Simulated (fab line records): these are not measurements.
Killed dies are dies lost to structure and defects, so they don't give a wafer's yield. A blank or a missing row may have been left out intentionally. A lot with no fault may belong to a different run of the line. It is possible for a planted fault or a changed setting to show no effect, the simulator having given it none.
The tool behind it: which one? + flow nand-harc + 36 wafers from 12 lots sampled at 5 of the route's 1302 steps

WHAT THE GAUGES SHOWED, per wafer
NHARC_END_SORT_01. Usual: killed-at-array 55, standard deviation 17; killed-at-other 1.1, standard deviation 1.6; killed-at-periphery 3.8, standard deviation 2.5; killed-dies 60, standard deviation 18; killed-open 3.3, standard deviation 1.9; killed-short 2.5, standard deviation 1.7.
| lot  | measured     | on        | killed-at-array | killed-at-other | killed-at-periphery | killed-dies | killed-open | killed-short | flag |
|------|--------------|-----------|-----------------|-----------------|---------------------|-------------|-------------|--------------|------|
| L407 | day 30 19:32 | prober-02 | 673 671 673     | 1 0 0           | 3 6 4               | 677 677 677 | 1 1 0       | 3 5 2        | OFF  |
| L411 | day 30 15:14 | prober-01 | 673 675 672     | 0 0 0           | 4 2 5               | 677 677 677 | 2 3 5       | 5 1 3        | OFF  |

EACH LOT AND THE TOOL THAT RAN IT (in order: tool; ch and the chambers of the sampled wafers; start)
| lot  | NHARC_A_STAIRCASE_HM_OPEN_463                 | NHARC_A_STAIRCASE_ETCH_315                    | NHARC_A_STAIRCASE_STRIP_316        | NHARC_A_STAIRCASE_ALD_415        |
|------|-----------------------------------------------|-----------------------------------------------|------------------------------------|----------------------------------|
| L394 | rie-diel-11 ch 0,1, day 17 17:51 or earlier   | rie-diel-11 ch 0,1, day 17 17:51 or earlier   | rie-diel-11 ch 0,3, day 17 17:51   | ald-hk-04 ch 2,3, day 17 18:55   |
| L396 | rie-diel-08 ch 1,2,3, day 17 18:55 or earlier | rie-diel-08 ch 0,2,3, day 17 18:55 or earlier | rie-diel-08 ch 1,2,3, day 17 18:55 | ald-hk-01 ch 1,2,3, day 17 19:44 |
| L397 | rie-diel-13 ch 1,3, day 18 06:32 or earlier   | rie-diel-13 ch 0,1,2, day 18 06:32 or earlier | rie-diel-13 ch 2,3, day 18 06:32   | ald-hk-03 ch 0,1,2, day 18 07:35 |
| L398 | rie-diel-08 ch 0,1,2, day 19 01:57 or earlier | rie-diel-08 ch 0,1,3, day 19 01:57 or earlier | rie-diel-08 ch 0,2, day 19 01:57   | ald-hk-01 ch 0,2,3, day 19 03:14 |
| L400 | rie-diel-11 ch 1,2, day 20 01:36 or earlier   | rie-diel-11 ch 0,3, day 20 01:36 or earlier   | rie-diel-11 ch 0,1, day 20 01:36   | ald-hk-01 ch 0,1,2, day 20 02:55 |
| L401 | rie-diel-11 ch 1,2,3, day 20 22:29 or earlier | rie-diel-11 ch 1,2,3, day 20 22:29 or earlier | rie-diel-11 ch 0,1,2, day 20 22:29 | ald-hk-04 ch 1,2,3, day 20 23:19 |
| L404 | rie-diel-13 ch 0,1, day 21 15:22 or earlier   | rie-diel-13 ch 0,1,3, day 21 15:22 or earlier | rie-diel-13 ch 0,3, day 21 15:22   | ald-hk-04 ch 0,1,3, day 21 16:44 |
| L407 | rie-diel-08 ch 0,1,3, day 23 04:34 or earlier | rie-diel-08 ch 0,1,3, day 23 04:34 or earlier | rie-diel-08 ch 1,2,3, day 23 04:34 | ald-hk-01 ch 0,2,3, day 23 05:23 |
| L411 | rie-diel-08 ch 0,2,3, day 23 10:44 or earlier | rie-diel-08 ch 0,3, day 23 10:44 or earlier   | rie-diel-08 ch 0,1,2, day 23 10:44 | ald-hk-01 ch 0,1,3, day 23 12:26 |
| L412 | rie-diel-08 ch 1,3, day 24 04:28 or earlier   | rie-diel-08 ch 1,2, day 24 04:28 or earlier   | rie-diel-08 ch 0,2, day 24 04:28   | ald-hk-01 ch 0,2,3, day 24 05:31 |
| L416 | rie-diel-08 ch 0,1,2, day 26 10:40 or earlier | rie-diel-08 ch 2,3, day 26 10:40 or earlier   | rie-diel-08 ch 0,2,3, day 26 10:40 | ald-hk-04 ch 2,3, day 26 11:30   |
| L417 | rie-diel-13 ch 0,1,3, day 26 17:02 or earlier | rie-diel-13 ch 0,3, day 26 17:02 or earlier   | rie-diel-13 ch 2,3, day 26 17:02   | ald-hk-03 ch 0,3, day 26 17:50   |
- NHARC_A_STAIRCASE_HM_OPEN_463: chemistry O2/COS.
- NHARC_A_STAIRCASE_ETCH_315: etches the open film in C4F8/O2/Ar, target depth 2500 nm, time 607.1 s.
- NHARC_A_STAIRCASE_STRIP_316: strips in O2.
- NHARC_A_STAIRCASE_ALD_415: deposits SiO2, target thk 30 nm, pulse time 6 s, ald cycles 300.

AS READ BY THE TOOLS THEMSELVES (means over the sampled wafers that have a number; for cases with no such wafer, the mark the record gives instead)
NHARC_A_STAIRCASE_HM_OPEN_463. Usual: for cos-flow-sccm, 19.99 sccm with a standard deviation of 0.059; for drypump-motor-current-A, 5.9 A with a standard deviation of 0.57; for mfc-ar-sccm, 0.008 sccm with a standard deviation of 0.0072; for oes-product-au, 0.999 a.u. with a standard deviation of 0.0083; for rf-vpp-V, 468 V with a standard deviation of 3.3; for showerhead-plenum-p-Torr, 3.15 Torr with a standard deviation of 0.14; for throttle-valve-pct, 28.330 % with a standard deviation of 0.0087.
| lot  | tool        | cos-flow-sccm (sccm) | drypump-motor-current-A (A) | mfc-ar-sccm (sccm) | oes-product-au (a.u.) | rf-vpp-V (V) | showerhead-plenum-p-Torr (Torr) | throttle-valve-pct (%) | flag |
|------|-------------|----------------------|-----------------------------|--------------------|-----------------------|--------------|---------------------------------|------------------------|------|
| L394 | rie-diel-11 | 19.96                | 6.2                         | 0.005              | 0.995                 | 464          | 2.97                            | 28.328                 |      |
| L396 | rie-diel-08 | 19.93                | 6.1                         | 0.002              | 0.998                 | 469          | 3.18                            | 28.331                 |      |
| L397 | rie-diel-13 | 19.98                | 6.1                         | 0.009              | 1.006                 | 467          | 3.09                            | 28.331                 |      |
| L398 | rie-diel-08 | 20.02                | 5.6                         | 0.006              | 0.997                 | 469          | 3.18                            | 28.322                 |      |
| L400 | rie-diel-11 | 19.95                | 6.3                         | 0.001              | 0.992                 | 465          | 3.05                            | 28.334                 |      |
| L401 | rie-diel-11 | 20.00                | 6.3                         | 0.001              | 1.005                 | 467          | 3.09                            | 28.326                 |      |
| L404 | rie-diel-13 | 20.06                | 5.6                         | 0.013              | 0.996                 | 465          | 3.04                            | 28.333                 |      |
| L407 | rie-diel-08 | 20.04                | 5.9                         | 0.006              | 0.995                 | 469          | 3.23                            | 28.328                 |      |
| L411 | rie-diel-08 | 20.00                | 5.6                         | 0.004              | 0.998                 | 470          | 3.26                            | 28.326                 |      |
| L412 | rie-diel-08 | 20.05                | 6.4                         | 0.002              | 0.990                 | 470          | 3.21                            | 28.327                 |      |
| L416 | rie-diel-08 | 19.96                | 5.6                         | 0.006              | 1.003                 | 468          | 3.16                            | 28.321                 |      |
| L417 | rie-diel-13 | 19.99                | 5.9                         | 0.011              | 1.003                 | 465          | 3.04                            | 28.333                 |      |

NHARC_A_STAIRCASE_ETCH_315. Usual: oes-product-au 0.932 a.u., standard deviation 0.009; rf-vpp-V 1828 V, standard deviation 12.
| lot  | tool        | oes-product-au (a.u.) | rf-vpp-V (V) | flag |
|------|-------------|-----------------------|--------------|------|
| L394 | rie-diel-11 | 0.926                 | 1814         |      |
| L396 | rie-diel-08 | 0.930                 | 1840         |      |
| L397 | rie-diel-13 | 0.934                 | 1827         |      |
| L398 | rie-diel-08 | 0.929                 | 1836         |      |
| L400 | rie-diel-11 | 0.943                 | 1823         |      |
| L401 | rie-diel-11 | 0.929                 | 1823         |      |
| L404 | rie-diel-13 | 0.927                 | 1821         |      |
| L407 | rie-diel-08 | 0.928                 | 1835         |      |
| L411 | rie-diel-08 | 0.928                 | 1843         |      |
| L412 | rie-diel-08 | 0.952                 | 1824         |      |
| L416 | rie-diel-08 | 0.936                 | 1837         |      |
| L417 | rie-diel-13 | 0.926                 | 1825         |      |

NHARC_A_STAIRCASE_STRIP_316. Usual: for chamber-pressure-mTorr, 60.00 mTorr with a standard deviation of 0.052; for drypump-motor-current-A, 5.9 A with a standard deviation of 0.58; for mfc-ar-sccm, 0.008 sccm with a standard deviation of 0.0072; for oes-product-au, 0.999 a.u. with a standard deviation of 0.0091; for rf-vpp-V, 57.8 V with a standard deviation of 0.94; for showerhead-plenum-p-Torr, 3.55 Torr with a standard deviation of 0.17; for throttle-valve-pct, 17.037 % with a standard deviation of 0.01.
| lot  | tool        | chamber-pressure-mTorr (mTorr) | drypump-motor-current-A (A) | mfc-ar-sccm (sccm) | oes-product-au (a.u.) | rf-vpp-V (V) | showerhead-plenum-p-Torr (Torr) | throttle-valve-pct (%) | flag |
|------|-------------|--------------------------------|-----------------------------|--------------------|-----------------------|--------------|---------------------------------|------------------------|------|
| L394 | rie-diel-11 | 59.92                          | 6.2                         | 0.005              | 0.990                 | 57.5         | 3.40                            | 17.036                 |      |
| L396 | rie-diel-08 | 60.02                          | 6.1                         | 0.002              | 0.998                 | 57.4         | 3.59                            | 17.045                 |      |
| L397 | rie-diel-13 | 59.96                          | 5.9                         | 0.015              | 0.998                 | 58.9         | 3.72                            | 17.035                 |      |
| L398 | rie-diel-08 | 60.01                          | 5.1                         | 0.007              | 1.007                 | 57.5         | 3.72                            | 17.041                 |      |
| L400 | rie-diel-11 | 60.07                          | 6.2                         | 0.005              | 1.002                 | 57.6         | 3.35                            | 17.045                 |      |
| L401 | rie-diel-11 | 60.03                          | 6.3                         | 0.004              | 1.000                 | 57.7         | 3.40                            | 17.044                 |      |
| L404 | rie-diel-13 | 59.99                          | 5.3                         | 0.017              | 0.998                 | 57.9         | 3.51                            | 17.022                 |      |
| L407 | rie-diel-08 | -                              | -                           | -                  | -                     | -            | -                               | -                      | OFF  |
| L411 | rie-diel-08 | -                              | -                           | -                  | -                     | -            | -                               | -                      | OFF  |
| L412 | rie-diel-08 | 60.02                          | 5.3                         | 0.004              | 1.004                 | 58.8         | 3.61                            | 17.028                 |      |
| L416 | rie-diel-08 | 60.05                          | 5.6                         | 0.004              | 1.001                 | 58.2         | 3.67                            | 17.044                 |      |
| L417 | rie-diel-13 | 59.98                          | 6.0                         | 0.015              | 1.003                 | 57.7         | 3.69                            | 17.043                 |      |

NHARC_A_STAIRCASE_ALD_415. Usual: heater-power-w 469 W, standard deviation 62; precursor-pulse-height-rel 1.000, standard deviation 0.02.
| lot  | tool      | heater-power-w (W) | precursor-pulse-height-rel | flag |
|------|-----------|--------------------|----------------------------|------|
| L394 | ald-hk-04 | 508                | 0.998                      |      |
| L396 | ald-hk-01 | 486                | 1.020                      |      |
| L397 | ald-hk-03 | 493                | 0.993                      |      |
| L398 | ald-hk-01 | 476                | 0.979                      |      |
| L400 | ald-hk-01 | 473                | 1.008                      |      |
| L401 | ald-hk-04 | 456                | 1.000                      |      |
| L404 | ald-hk-04 | 454                | 1.003                      |      |
| L407 | ald-hk-01 | 474                | 1.012                      |      |
| L411 | ald-hk-01 | 434                | 1.016                      |      |
| L412 | ald-hk-01 | 477                | 0.987                      |      |
| L416 | ald-hk-04 | 457                | 0.996                      |      |
| L417 | ald-hk-03 | 409                | 1.015                      |      |

THE ANSWER, worked out from the rows above alone
Rule: lot off if the mean of its wafers having a number is beyond 3 standard deviations from the usual mean. A lot without any number at a reading at which 4 lots or more have one is off too. The other lots that the step has rows for count as sound. After the gauges, taken in route order, come the tools' own readings; for these a lot's mean is taken, as printed above. At the first step where some lot is off, the reading lying furthest off is the one used; lots without a number count as furthest.
Off: L407, L411, at NHARC_END_SORT_01 (killed-at-array). Neither off nor sound, because the step has no rows for them: L394, L396, L397, L398, L400, L401, L404, L412, L416, L417.
A tool fits if, at a process step before that reading, it ran every lot that is off, and no sound lot after the first of them. The gauges at NHARC_END_SORT_01 aren't tried: what is off there is off at NHARC_A_STAIRCASE_STRIP_316 too, on other tools, and a gauge's error can't cause that. NHARC_A_STAIRCASE_HM_OPEN_463: start missing for some lots; hours and lot order therefore follow NHARC_A_STAIRCASE_STRIP_316. NHARC_A_STAIRCASE_ETCH_315: start missing for some lots; hours and lot order therefore follow NHARC_A_STAIRCASE_STRIP_316. This does not decide it: 2 tools fit, namely rie-diel-08 at NHARC_A_STAIRCASE_HM_OPEN_463 and NHARC_A_STAIRCASE_ETCH_315 and NHARC_A_STAIRCASE_STRIP_316 and ald-hk-01 at NHARC_A_STAIRCASE_ALD_415.

WHAT WAS PUT IN BY THE SIMULATOR
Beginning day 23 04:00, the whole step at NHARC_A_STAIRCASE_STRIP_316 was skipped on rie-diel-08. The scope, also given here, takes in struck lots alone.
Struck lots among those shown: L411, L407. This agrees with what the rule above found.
